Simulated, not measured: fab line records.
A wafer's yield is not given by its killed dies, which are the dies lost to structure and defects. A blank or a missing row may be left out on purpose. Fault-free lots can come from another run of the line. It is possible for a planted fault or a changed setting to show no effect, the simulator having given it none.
fab line records    flow n5_finfet
record: lots: 7  wafers: 21
route steps=1938 shown BEOL_M7@1263 BEOL_M9@1401 BEOL_M10@1496 BEOL_M11@1565 BEOL_M12@1637
start_h: hours from the record's first day to the start of the lot's first wafer shown    wait_h: hours elapsed since this lot's preceding step    " unchanged from the row above    L1.1+2: a single row standing in for several wafers    - no value present, or no start provided    * or withheld: withheld    < > ~ a bound
route shown NAME@n: a module of which the file shows steps, and the number in the route of the first    usual: average and standard deviation across the fault-free wafers    same: alike in all rows    chamber/n: place in a boat    sites: per-site readings    _std_site: their standard deviation    _edge_site: inner sites' mean taken away from outer sites' mean    radius_mm: how far each site lies from the wafer's centre    mask NAME#n: copy n    behind: tool/chamber where the wafer was last shaped    hold: why the lot was held/for how many hours/how that ended    device: the n, p or np transistor that did not switch    end of line: tests run on the same wafers once the route is complete    for a step that has no rows: nothing shown but its recipe    killed: dies that structure and defects cost at the first sort, which is not the same as the wafer's yield    map: dies across one wafer; x = killed, . = not, _ = none there
set.NAME: setting as actually run; set.NAME@STEP: the setting as run at that earlier step    model.NAME: the simulator's own value behind a step, which no gauge read
lots whose settings were changed on purpose; a table a step, a row a wafer
== steps ==
step: N5_BEOL_M7_ILD_DEP_00
recipe: material: SiCOH_lowk  target_thk_a: 1797.5  temp_c: 300  precursor: DEMS/porogen  pressure_torr: 5  rf_w: 500  time_s: 33.4
lot.wafer  tool      chamber  start_h  wait_h  set.time_s  model.SiCOH_lowk_of_BEOL_M7_ILD_DEP_00.thk_nm
L078.2     pecvd-04  0        227.59   0.0     33.4        174.2
L078.4     "         1        "        "       33.4        179
L078.5     "         2        "        "       33.4        183.6
L082.3     pecvd-01  1        261.56   0.0     30.91       165.8
L082.4     "         2        "        "       30.91       166.8
L082.5     "         0        "        "       30.91       168.4
L087.2     pecvd-04  2        268.62   0.0     35.22       189.8
L087.3     "         0        "        "       35.22       185.2
L087.6     "         0        "        "       35.22       189
L089.2     pecvd-01  1        277.67   0.0     33.4        180.4
L089.3     "         0        "        "       33.4        179
L089.5     "         2        "        "       33.4        181.4
L088.1     pecvd-02  1        293.80   0.0     33.4        175.8
L088.2     "         0        "        "       29.21       154.8
L088.3     "         2        "        "       33.4        177
L092.1     pecvd-04  1        298.73   0.0     33.4        181.4
L092.2     "         0        "        "       33.4        175.2
L092.5     "         2        "        "       30.19       166
L095.1     pecvd-02  0        320.19   0.0     33.4        179.8
L095.4     "         0        "        "       33.4        184
L095.6     "         2        "        "       33.4        181.6
step: N5_BEOL_M7_CURE_74
recipe: temp_c: 385  time_s: 240  ambient: He/Ar  material: SiCOH_lowk
lot.wafer  tool        chamber  start_h  wait_h  set.time_s@BEOL_M7_ILD_DEP_00  model.SiCOH_lowk_of_BEOL_M7_ILD_DEP_00.thk_nm
L078.2     uv_cure-02  1        227.74   0.1     33.4                           150.2
L078.4     "           1        "        "       33.4                           154.2
L078.5     "           1        "        "       33.4                           158.4
L082.3     uv_cure-02  1        261.79   0.2     30.91                          142.8
L082.4     "           1        "        "       30.91                          143.8
L082.5     "           1        "        "       30.91                          145
L087.2     uv_cure-01  1        268.76   0.1     35.22                          163.8
L087.3     "           1        "        "       35.22                          159.8
L087.6     "           1        "        "       35.22                          163
L089.2     uv_cure-01  1        277.82   0.1     33.4                           155.6
L089.3     "           1        "        "       33.4                           154.4
L089.5     "           1        "        "       33.4                           156.6
L088.1     uv_cure-02  2        293.86   0.0     33.4                           151.6
L088.2     "           2        "        "       29.21                          133.2
L088.3     "           2        "        "       33.4                           152.6
L092.1     uv_cure-02  0        298.79   0.0     33.4                           156.4
L092.2     "           0        "        "       33.4                           151
L092.5     "           0        "        "       30.19                          143
L095.1     uv_cure-01  1        320.26   0.0     33.4                           155
L095.4     "           1        "        "       33.4                           158.6
L095.6     "           1        "        "       33.4                           156.6
step: N5_BEOL_M7_THK_MEAS_01
recipe: reads: SiCOH_lowk_of_BEOL_M7_ILD_DEP_00
usual: M7_ILD_THK: 155.3/2.2
lot.wafer  tool           chamber  start_h  wait_h  set.time_s@BEOL_M7_ILD_DEP_00  M7_ILD_THK[nm]
L078.2     film_metro-02  -        228.17   0.4     33.4                           150.3
L078.4     "              -        "        "       33.4                           154.3
L078.5     "              -        "        "       33.4                           158.3
L082.3     film_metro-01  -        262.14   0.3     30.91                          142.9
L082.4     "              -        "        "       30.91                          143.7
L082.5     "              -        "        "       30.91                          145.0
L087.2     film_metro-01  -        269.20   0.4     35.22                          163.8
L087.3     "              -        "        "       35.22                          159.8
L087.6     "              -        "        "       35.22                          162.9
L089.2     film_metro-02  -        278.25   0.4     33.4                           155.6
L089.3     "              -        "        "       33.4                           154.5
L089.5     "              -        "        "       33.4                           156.5
L088.1     film_metro-02  -        294.38   0.4     33.4                           151.6
L088.2     "              -        "        "       29.21                          133.3
L088.3     "              -        "        "       33.4                           152.5
L092.1     film_metro-02  -        299.31   0.4     33.4                           156.4
L092.2     "              -        "        "       33.4                           151.1
L092.5     "              -        "        "       30.19                          143.1
L095.1     film_metro-02  -        320.77   0.4     33.4                           155.1
L095.4     "              -        "        "       33.4                           158.7
L095.6     "              -        "        "       33.4                           156.6
step: N5_BEOL_M7_ETCH_41
recipe: chemistry: CH3F/O2  target: SiCN  target_depth_a: 319  taper_deg: 2  time_s: 57.8  ion_energy_ev: 120  mask_material: TiN  pressure_mtorr: 30  source_w: 395  bias_w: 75  Ar_flow_sccm: 150  CH3F_flow_sccm: 30  O2_flow_sccm: 20
usual: rf_vpp_V: 297.9/1.6
lot.wafer  tool         chamber  start_h  wait_h  set.source_w  rf_vpp_V
L078.2     rie_diel-06  3        -        -       395           299.1
L078.4     "            1        "        "       395           296.7
L078.5     "            0        "        "       395           295.6
L082.3     rie_diel-02  0        -        -       369.5         305.7
L082.4     "            2        "        "       395           298.5
L082.5     "            3        "        "       369.5         304.8
L087.2     rie_diel-04  0        -        -       355.7         308.1
L087.3     "            3        "        "       395           298.2
L087.6     "            0        "        "       355.7         308.3
L089.2     rie_diel-02  3        -        -       327.5         317.7
L089.3     "            0        "        "       327.5         318.7
L089.5     "            1        "        "       395           299.0
L088.1     rie_diel-04  0        -        -       395           298.0
L088.2     "            2        "        "       395           298.4
L088.3     "            1        "        "       329.2         315.2
L092.1     rie_diel-06  0        -        -       395           295.7
L092.2     "            1        "        "       395           296.4
L092.5     "            2        "        "       395           300.9
L095.1     rie_diel-04  0        -        -       351.5         308.7
L095.4     "            2        "        "       351.5         308.6
L095.6     "            1        "        "       395           297.8
step: N5_BEOL_M9_ILD_DEP_00
recipe: material: SiCOH_lowk  target_thk_a: 3085.1  temp_c: 300  precursor: DEMS/porogen  pressure_torr: 5  rf_w: 500  time_s: 58
lot.wafer  tool      chamber  start_h  wait_h  set.time_s  model.SiCOH_lowk_of_BEOL_M9_ILD_DEP_00.thk_nm
L078.2     pecvd-02  1        243.78   0.0     58          308.2
L078.4     "         0        "        "       58          312.6
L078.5     "         2        "        "       58          311.2
L082.3     pecvd-04  0        276.15   0.0     58          306.8
L082.4     "         1        "        "       55.61       299.8
L082.5     "         2        "        "       58          307.6
L087.2     pecvd-03  0        287.65   0.0     58          308.4
L087.3     "         2        "        "       63.95       334.2
L087.6     "         2        "        "       63.95       342.8
L089.2     pecvd-03  2        297.09   0.0     58          306.2
L089.3     "         0        "        "       58          309.6
L089.5     "         0        "        "       54.54       295.4
L088.1     pecvd-03  1        306.19   0.0     58          303.6
L088.2     "         0        "        "       58          307.8
L088.3     "         2        "        "       58          310
L092.1     pecvd-04  2        312.84   0.0     58          300.6
L092.2     "         0        "        "       65.54       345.8
L092.5     "         0        "        "       58          308.8
L095.1     pecvd-04  1        335.81   0.0     50.57       272.6
L095.4     "         0        "        "       50.57       276.8
L095.6     "         1        "        "       58          318
step: N5_BEOL_M9_CURE_71
recipe: temp_c: 385  time_s: 240  ambient: He/Ar  material: SiCOH_lowk
lot.wafer  tool        chamber  start_h  wait_h  set.time_s@BEOL_M9_ILD_DEP_00  model.SiCOH_lowk_of_BEOL_M9_ILD_DEP_00.thk_nm
L078.2     uv_cure-03  0        243.93   0.1     58                             267.8
L078.4     "           0        "        "       58                             271.6
L078.5     "           0        "        "       58                             270.4
L082.3     uv_cure-03  2        276.39   0.2     58                             266.4
L082.4     "           2        "        "       55.61                          260.2
L082.5     "           2        "        "       58                             267.2
L087.2     uv_cure-03  0        287.81   0.1     58                             267.8
L087.3     "           0        "        "       63.95                          290.6
L087.6     "           0        "        "       63.95                          298.4
L089.2     uv_cure-03  1        297.42   0.3     58                             265.8
L089.3     "           1        "        "       58                             268.8
L089.5     "           1        "        "       54.54                          256.4
L088.1     uv_cure-02  0        306.28   0.1     58                             263.6
L088.2     "           0        "        "       58                             267.2
L088.3     "           0        "        "       58                             269.4
L092.1     uv_cure-02  1        312.95   0.1     58                             261
L092.2     "           1        "        "       65.54                          301
L092.5     "           1        "        "       58                             268.2
L095.1     uv_cure-02  0        335.88   0.0     50.57                          236.2
L095.4     "           0        "        "       50.57                          240.2
L095.6     "           0        "        "       58                             276.4
step: N5_BEOL_M9_THK_MEAS_01
recipe: reads: SiCOH_lowk_of_BEOL_M9_ILD_DEP_00
usual: M9_ILD_THK: 269/3.4
lot.wafer  tool           chamber  start_h  wait_h  set.time_s@BEOL_M9_ILD_DEP_00  M9_ILD_THK[nm]
L078.2     film_metro-02  -        244.37   0.4     58                             268
L078.4     "              -        "        "       58                             272
L078.5     "              -        "        "       58                             270
L082.3     film_metro-02  -        276.74   0.3     58                             266
L082.4     "              -        "        "       55.61                          260
L082.5     "              -        "        "       58                             267
L087.2     film_metro-01  -        288.24   0.4     58                             268
L087.3     "              -        "        "       63.95                          291
L087.6     "              -        "        "       63.95                          298
L089.2     film_metro-02  -        297.85   0.4     58                             266
L089.3     "              -        "        "       58                             269
L089.5     "              -        "        "       54.54                          256
L088.1     film_metro-02  -        306.79   0.4     58                             264
L088.2     "              -        "        "       58                             267
L088.3     "              -        "        "       58                             269
L092.1     film_metro-02  -        313.46   0.4     58                             261
L092.2     "              -        "        "       65.54                          301
L092.5     "              -        "        "       58                             268
L095.1     film_metro-02  -        336.40   0.4     50.57                          236
L095.4     "              -        "        "       50.57                          240
L095.6     "              -        "        "       58                             276
step: N5_BEOL_M10_COAT_22
recipe: resist: CAR-ArF  spin_rpm: 1500  resist_thk_nm: 90
lot.wafer  tool            chamber  start_h  wait_h  set.spin_rpm  model.CAR-ArF_of_BEOL_M10_COAT_22.thk_nm
L078.2     litho_track-04  0        -        -       1500          89.8
L078.4+5   "               0        "        "       1500          89.6
L082.3     litho_track-04  0        -        -       1614          86.6
L082.4     "               0        "        "       1614          87
L082.5     "               0        "        "       1500          89.8
L087.2     litho_track-05  0        -        -       1500          90.4
L087.3     "               0        "        "       1583          88.2
L087.6     "               0        "        "       1583          88
L089.2     litho_track-03  0        -        -       1500          90.2
L089.3+5   "               0        "        "       1422          92.4
L088.1+3   litho_track-04  0        -        -       1500          90
L088.2     "               0        "        "       1500          90.4
L092.1     litho_track-04  0        -        -       1500          90.4
L092.2     "               0        "        "       1594          87.4
L092.5     "               0        "        "       1594          87.6
L095.1+6   litho_track-03  0        -        -       1500          90.2
L095.4     "               0        "        "       1500          90.4
step: N5_BEOL_M10_EXPOSE_25
recipe: mask_id: V9  na: 1.35  source_shape: annular  sigma_inner: 0.5  sigma_outer: 0.8  polarization: unpolarized  dose_mj: 85.5
lot.wafer   tool             chamber  start_h  wait_h  mask  set.dose_mj
L078.2+4+5  arfi_scanner-01  0        261.46   -       V9#0  85.5
L082.3+4+5  arfi_scanner-02  0        293.40   -       V9#0  85.5
L087.2+3+6  arfi_scanner-03  0        300.83   -       V9#0  90.18
L089.2      arfi_scanner-01  0        308.46   -       V9#0  85.5
L089.3+5    "                0        "        "       V9#0  90.85
L088.1      arfi_scanner-03  0        320.49   -       V9#0  85.5
L088.2+3    "                0        "        "       V9#0  90.19
L092.1+5    arfi_scanner-02  0        322.72   -       V9#0  89.39
L092.2      "                0        "        "       V9#0  85.5
L095.1+4+6  arfi_scanner-02  0        348.46   -       V9#0  85.5
step: N5_BEOL_M10_PEB_26
recipe: peb_temp_c: withheld  peb_time_s: 60  resist: CAR-ArF
step: N5_BEOL_M10_DEVELOP_27
recipe: develop_time_s: 30  developer: TMAH  resist: CAR-ArF  rinse_liquid: diw  dry: air_spin  dev_temp_c: 23
step: N5_BEOL_M10_CD_MEAS_28
recipe: target_cd_nm: 70  landing_energy_ev: 500  detector: se_inlens  polarity: opening
usual: cd_nm: 69.2/1.2
lot.wafer  tool       chamber  start_h  wait_h  set.dose_mj@BEOL_M10_EXPOSE_25  cd_nm
L078.2     cd_sem-02  0        261.59   -       85.5                            69.5
L078.4     "          0        "        "       85.5                            70.2
L078.5     "          0        "        "       85.5                            71.4
L082.3     cd_sem-03  0        293.52   -       85.5                            69.7
L082.4     "          0        "        "       85.5                            68.8
L082.5     "          0        "        "       85.5                            69.7
L087.2     cd_sem-02  0        300.95   -       90.18                           74.2
L087.3     "          0        "        "       90.18                           73.4
L087.6     "          0        "        "       90.18                           72.6
L089.2     cd_sem-02  0        308.59   -       85.5                            68.9
L089.3     "          0        "        "       90.85                           74.1
L089.5     "          0        "        "       90.85                           73.4
L088.1     cd_sem-01  0        320.63   -       85.5                            68.1
L088.2     "          0        "        "       90.19                           71.8
L088.3     "          0        "        "       90.19                           72.5
L092.1     cd_sem-01  0        322.85   -       89.39                           72.8
L092.2     "          0        "        "       85.5                            69.2
L092.5     "          0        "        "       89.39                           72.1
L095.1     cd_sem-01  0        348.59   -       85.5                            69.8
L095.4     "          0        "        "       85.5                            71.0
L095.6     "          0        "        "       85.5                            70.9
step: N5_BEOL_M10_DESCUM_33
recipe: chemistry: O2  time_s: 7.9  source_power_w: 50  bias_power_w: 20  pressure_mtorr: 20  rf_frequency_hz: 2.712e+07  temp_c: 40  resist: CAR-ArF  o2_flow_sccm: 225
lot.wafer  tool         chamber  start_h  wait_h  set.spin_rpm@BEOL_M10_COAT_22  model.CAR-ArF_of_BEOL_M10_COAT_22.thk_nm
L078.2     rie_diel-03  2        261.95   0.3     1500                           83.2
L078.4+5   "            1,3      "        "       1500                           83
L082.3     rie_diel-05  3        293.60   0.0     1614                           80
L082.4     "            3        "        "       1614                           80.4
L082.5     "            1        "        "       1500                           83.4
L087.2     rie_diel-03  1        301.45   0.4     1500                           84
L087.3+6   "            2        "        "       1583                           81.6
L089.2     rie_diel-01  3        308.98   0.3     1500                           83.6
L089.3+5   "            0,1      "        "       1422                           85.8
L088.1     rie_diel-03  2        320.72   0.0     1500                           83.6
L088.2     "            0        "        "       1500                           83.8
L088.3     "            3        "        "       1500                           83.4
L092.1     rie_diel-03  3        322.94   0.0     1500                           83.8
L092.2+5   "            2,0      "        "       1594                           81
L095.1     rie_diel-03  3        348.68   0.0     1500                           83.6
L095.4+6   "            0,1      "        "       1500                           83.8
step: N5_BEOL_M11_EXPOSE_25
recipe: mask_id: V10  na: 1.35  source_shape: annular  sigma_inner: 0.5  sigma_outer: 0.8  polarization: unpolarized  dose_mj: 85.5
lot.wafer   tool             chamber  start_h  wait_h  mask   set.dose_mj
L078.2+4+5  arfi_scanner-02  0        269.63   -       V10#0  85.5
L082.3      arfi_scanner-03  0        299.13   -       V10#0  85.5
L082.4+5    "                0        "        "       V10#0  80.13
L087.2+3    arfi_scanner-02  0        308.46   -       V10#0  85.5
L087.6      "                0        "        "       V10#0  83.31
L089.2+3+5  arfi_scanner-03  0        316.13   -       V10#0  85.5
L088.1+3    arfi_scanner-02  0        328.45   -       V10#0  82.01
L088.2      "                0        "        "       V10#0  85.5
L092.1+2+5  arfi_scanner-03  0        331.22   -       V10#0  85.5
L095.1      arfi_scanner-02  0        356.16   -       V10#0  85.5
L095.4+6    "                0        "        "       V10#0  88.27
step: N5_BEOL_M11_PEB_26
recipe: peb_temp_c: withheld  peb_time_s: 60  resist: CAR-ArF
step: N5_BEOL_M11_DEVELOP_27
recipe: develop_time_s: 30  developer: TMAH  resist: CAR-ArF  rinse_liquid: diw  dry: air_spin  dev_temp_c: 23
step: N5_BEOL_M11_CD_MEAS_28
recipe: target_cd_nm: 70  landing_energy_ev: 500  detector: se_inlens  polarity: opening
usual: cd_nm: 69.7/1
lot.wafer  tool       chamber  start_h  wait_h  set.dose_mj@BEOL_M11_EXPOSE_25  cd_nm
L078.2     cd_sem-02  0        269.75   -       85.5                            69.8
L078.4     "          0        "        "       85.5                            68.7
L078.5     "          0        "        "       85.5                            69.5
L082.3     cd_sem-01  0        299.25   -       85.5                            70.4
L082.4     "          0        "        "       80.13                           65.1
L082.5     "          0        "        "       80.13                           64.7
L087.2     cd_sem-01  0        308.59   -       85.5                            70.6
L087.3     "          0        "        "       85.5                            70.7
L087.6     "          0        "        "       83.31                           67.8
L089.2     cd_sem-02  0        316.26   -       85.5                            70.2
L089.3     "          0        "        "       85.5                            69.1
L089.5     "          0        "        "       85.5                            69.8
L088.1     cd_sem-03  0        328.58   -       82.01                           66.9
L088.2     "          0        "        "       85.5                            70.9
L088.3     "          0        "        "       82.01                           66.9
L092.1     cd_sem-03  0        331.35   -       85.5                            69.3
L092.2     "          0        "        "       85.5                            67.6
L092.5     "          0        "        "       85.5                            66.7
L095.1     cd_sem-03  0        356.29   -       85.5                            70.7
L095.4     "          0        "        "       88.27                           71.8
L095.6     "          0        "        "       88.27                           72.3
step: N5_BEOL_M11_VIA_ETCH_34
recipe: chemistry: C4F6/O2  target: SiCOH_lowk  target_depth_a: 1845  mask_material: SOC  taper_deg: 4  time_s: 69.2  ion_energy_ev: 250  pressure_mtorr: 30  source_w: 345  bias_w: 185  Ar_flow_sccm: 300  C4F6_flow_sccm: 10  O2_flow_sccm: 10
lot.wafer  tool         chamber  start_h  wait_h  set.time_s  model.etch.depth_nm  model.SOC_of_BEOL_M11_COAT_63.thk_nm
L078.2     rie_diel-04  1        270.05   0.0     69.2        183.5                92
L078.4     "            2        "        "       69.2        189.9                91.8
L078.5     "            2        "        "       69.2        190.9                91.6
L082.3     rie_diel-02  3        299.84   0.0     69.2        185.5                91.6
L082.4     "            1        "        "       69.2        184.4                91.8
L082.5     "            1        "        "       79.35       212.5                90.2
L087.2     rie_diel-02  1        308.88   0.0     65.2        170.9                92.6
L087.3     "            3        "        "       69.2        182.4                92.2
L087.6     "            0        "        "       65.2        174.8                92.4
L089.2     rie_diel-06  1        316.90   0.0     62.96       170.6                92
L089.3     "            0        "        "       69.2        184.1                91.8
L089.5     "            0        "        "       62.96       166.9                92.6
L088.1     rie_diel-04  1        328.88   0.0     69.2        180.7                92.2
L088.2     "            2        "        "       69.2        188.6                92
L088.3     "            0        "        "       78.02       212.5                91.2
L092.1     rie_diel-06  2        331.84   0.0     56.05       152.8                93
L092.2     "            3        "        "       69.2        193.5                91.4
L092.5     "            0        "        "       56.05       150                  93.4
L095.1     rie_diel-06  2        356.59   0.0     69.2        187.9                92.4
L095.4     "            1        "        "       69.2        187.3                92.2
L095.6     "            3        "        "       69.2        191.2                92.2
step: N5_BEOL_M12_ETCH_68
recipe: chemistry: N2/H2  target: SOC  mask_material: SiARC  source_w: 3000  bias_w: 350  temp_c: 40  time_s: 285  ion_energy_ev: 200  pressure_mtorr: 30  n2_flow_sccm: 200  h2_flow_sccm: 200
lot.wafer  tool         chamber  start_h  wait_h  set.time_s  model.SiARC_of_BEOL_M12_COAT_66.thk_nm
L078.2     rie_diel-03  3        274.75   0.1     285         85.4
L078.4     "            1        "        "       285         86
L078.5     "            0        "        "       285         85.8
L082.3     rie_diel-03  0        303.90   0.1     332.4       82.8
L082.4     "            1        "        "       332.4       82
L082.5     "            0        "        "       332.4       82.6
L087.2     rie_diel-05  2        314.43   0.1     285         85.8
L087.3     "            3        "        "       285         85
L087.6     "            1        "        "       260.9       88.2
L089.2     rie_diel-03  2        322.05   0.1     285         86.6
L089.3     "            3        "        "       285         85.4
L089.5     "            0        "        "       285         86.4
L088.1     rie_diel-01  3        333.88   0.1     348.9       79.8
L088.2     "            0        "        "       348.9       80.6
L088.3     "            2        "        "       285         86
L092.1+5   rie_diel-05  2        337.85   0.1     285         86
L092.2     "            3        "        "       285         85.4
L095.1     rie_diel-05  2        363.35   0.1     285         86.4
L095.4     "            2        "        "       285         86.6
L095.6     "            3        "        "       226.3       90.6
== key ==
split: step: N5_BEOL_M7_ILD_DEP_00  setting: time_s  stated: 33.4  by: wafer
response: step: N5_BEOL_M7_ILD_DEP_00  reading: model.SiCOH_lowk_of_BEOL_M7_ILD_DEP_00.thk_nm  change: +1.56  per: 1%  r: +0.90
response: step: N5_BEOL_M7_CURE_74  reading: model.SiCOH_lowk_of_BEOL_M7_ILD_DEP_00.thk_nm  change: +1.36  per: 1%  r: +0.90
response: step: N5_BEOL_M7_THK_MEAS_01  reading: M7_ILD_THK  change: +1.35  per: 1%  r: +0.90
split: step: N5_BEOL_M7_ETCH_41  setting: source_w  stated: 395  by: wafer
response: step: N5_BEOL_M7_ETCH_41  reading: rf_vpp_V  change: -1.05  per: 1%  r: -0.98
split: step: N5_BEOL_M9_ILD_DEP_00  setting: time_s  stated: 58  by: wafer
response: step: N5_BEOL_M9_ILD_DEP_00  reading: model.SiCOH_lowk_of_BEOL_M9_ILD_DEP_00.thk_nm  change: +3.06  per: 1%  r: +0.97
response: step: N5_BEOL_M9_CURE_71  reading: model.SiCOH_lowk_of_BEOL_M9_ILD_DEP_00.thk_nm  change: +2.71  per: 1%  r: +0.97
response: step: N5_BEOL_M9_THK_MEAS_01  reading: M9_ILD_THK  change: +2.69  per: 1%  r: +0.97
split: step: N5_BEOL_M10_COAT_22  setting: spin_rpm  stated: 1500  by: wafer
response: step: N5_BEOL_M10_COAT_22  reading: model.CAR-ArF_of_BEOL_M10_COAT_22.thk_nm  change: -0.421  per: 1%  r: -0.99
response: step: N5_BEOL_M10_DESCUM_33  reading: model.CAR-ArF_of_BEOL_M10_COAT_22.thk_nm  change: -0.43  per: 1%  r: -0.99
split: step: N5_BEOL_M10_EXPOSE_25  setting: dose_mj  stated: 85.5  by: wafer
response: step: N5_BEOL_M10_CD_MEAS_28  reading: cd_nm  change: +0.746  per: 1%  r: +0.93
split: step: N5_BEOL_M11_EXPOSE_25  setting: dose_mj  stated: 85.5  by: wafer
response: step: N5_BEOL_M11_CD_MEAS_28  reading: cd_nm  change: +0.86  per: 1%  r: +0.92
split: step: N5_BEOL_M11_VIA_ETCH_34  setting: time_s  stated: 69.2  by: wafer
response: step: N5_BEOL_M11_VIA_ETCH_34  reading: model.etch.depth_nm  change: +2.05  per: 1%  r: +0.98
response: step: N5_BEOL_M11_VIA_ETCH_34  reading: model.SOC_of_BEOL_M11_COAT_63.thk_nm  change: -0.0866  per: 1%  r: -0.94
split: step: N5_BEOL_M12_ETCH_68  setting: time_s  stated: 285  by: wafer
response: step: N5_BEOL_M12_ETCH_68  reading: model.SiARC_of_BEOL_M12_COAT_66.thk_nm  change: -0.239  per: 1%  r: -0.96
